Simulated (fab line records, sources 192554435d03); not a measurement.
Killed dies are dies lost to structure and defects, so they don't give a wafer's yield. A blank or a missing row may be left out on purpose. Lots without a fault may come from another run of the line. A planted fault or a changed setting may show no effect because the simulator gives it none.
A struck lot beside a sound one | flow n5_finfet | 16 steps out of a route of 1938
Sound: wafers L367.4, L367.5, L367.6. Struck: wafers L375.2, L375.6. (L375.4 of the same lot was not struck and is left out.) The cause comes at the end.
At each step with rows: each side's tool, then ch and its chambers, then its first start. Under that, the readings that differ: sound wafers | struck wafers | difference of the means | sigmas: that difference in standard deviations of wafers without a fault.
alike: readings whose means differ by less than 2 such deviations, and words and numbers that are the same on both sides. not compared: withheld readings, readings that some wafer has no value for, bounds like >300 that may hide the same value, and numbers for which the record gives no deviation and whose values overlap.
The two part at a step that has a row with sigmas, a row that says differs or no value, or rows on one side only. Numbers that don't overlap but have no deviation are shown without sigmas and don't part them. A reading that every wafer of one side lacks parts them only if that side has two wafers or more.

first, 1 step without rows for these wafers: N5_BEOL_M3_ANNEAL_95 (time 240 s).
N5_BEOL_M3_SPUTTER_96: material Cu, target thk 4.5 nm, time 8.29 s.
  sound on pvd_sputter-03, day 10 17:38; struck on pvd_sputter-01, day 13 03:58
  alike: throttle_valve_pct
then, 1 step without rows for these wafers: N5_BEOL_M3_ECD_50 (material Cu, target thk 300 nm).
N5_BEOL_M3_ANNEAL_51: time 90 s.
  sound on rtp_anneal-01 ch 0, day 10 18:03; struck on rtp_anneal-01 ch 0, day 13 04:49
  alike: anneal_temp_c_max, wafer_temp_C_max
N5_BEOL_M3_CMP_52: polishes, stops on SiOC, t overpolish 6.8 s, target thk 40 nm.
  sound on cmp-04 ch 1,2,3, day 10 18:17; struck on cmp-01 ch 0,3, day 13 05:09
  alike: barrier_field_endpoint_s, motor_current_A, overpolish_run_s, time_to_endpoint_s
  not compared: pad_life_wafers
N5_BEOL_M3_THK_MEAS_53: measures by xrf.
  sound on film_metro-02, day 10 18:31; struck on film_metro-01, day 13 05:22
  alike: M3_THK
then, 1 step without rows for these wafers: N5_BEOL_M3_PRE_CLEAN_60 (time 15 s).
N5_BEOL_M3_CO_CAP_55: material Co, precursor CCTBA/H2, target thk 2 nm, time 102.1 s.
  sound on cvd_co-01 ch 0,1,2, day 10 18:37; struck on cvd_co-02 ch 0,1, day 13 05:26
  alike: heater_power_w
then, 1 step without rows for these wafers: N5_BEOL_M3_PRE_CLEAN_56 (time 15 s).
N5_BEOL_M3_DEP_57: deposits SiCN from 3MS/NH3, target thk 8 nm, time 14 s.
  sound on pecvd-02 ch 0,1,2, day 10 18:43; struck on pecvd-02 ch 1,2, day 13 05:34
  alike: showerhead_plenum_p_Torr, throttle_valve_pct
N5_BEOL_M3_RS_MEAS_58: measures by four-point-probe.
  sound on film_metro-02, day 10 18:46; struck on film_metro-01, day 13 05:38
  alike: M3_RS
N5_BEOL_M3_INSPECT_59: inspects for defects (darkfield).
  sound on defect_inspect-01, day 10 18:48; struck on defect_inspect-01, day 13 05:39
  alike: raw_defect_count
N5_BEOL_M4_ILD_DEP_00: deposits SiOC from DEMS/O2, target thk 79 nm, time 15.3 s.
  sound on pecvd-04 ch 0,1,2, day 10 18:51; struck on pecvd-01 ch 1, day 13 05:41
  reading              | sound                | struck        | difference | sigmas
  susceptor_temp_C (C) | 350.02 349.98 349.96 | 352.51 352.89 | +2.71      | +14
  alike: heater_power_w, showerhead_plenum_p_Torr, throttle_valve_pct
N5_BEOL_M4_THK_MEAS_01:
  sound on film_metro-02, day 10 18:54; struck on film_metro-01, day 13 05:46
  reading         | sound          | struck    | difference | sigmas
  M4_ILD_THK (nm) | 80.7 80.1 80.3 | 77.1 79.4 | -2.1       | -2
N5_BEOL_M4_RC_MEAS_101:
  sound on prober-01 ch 0, day 11 03:47; struck on prober-02 ch 0, day 13 16:10
  alike: DIBL_N, DIBL_P, IOFF_N, IOFF_P, ION_N, ION_P, SS_N, SS_P, VT_N, VT_P
N5_PASSIVATION_PROBE_49:
  the record has rows for the sound wafers here (prober-02, day 15 10:41) and none for the struck ones

WHERE THEY PART
First at N5_BEOL_M4_ILD_DEP_00; last, within this record, at N5_PASSIVATION_PROBE_49.

WHY: what the simulator had put in
Process parameter drift: pecvd-01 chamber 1, from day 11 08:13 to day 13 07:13, at N5_BEOL_M4_ILD_DEP_00. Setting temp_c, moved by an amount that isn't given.
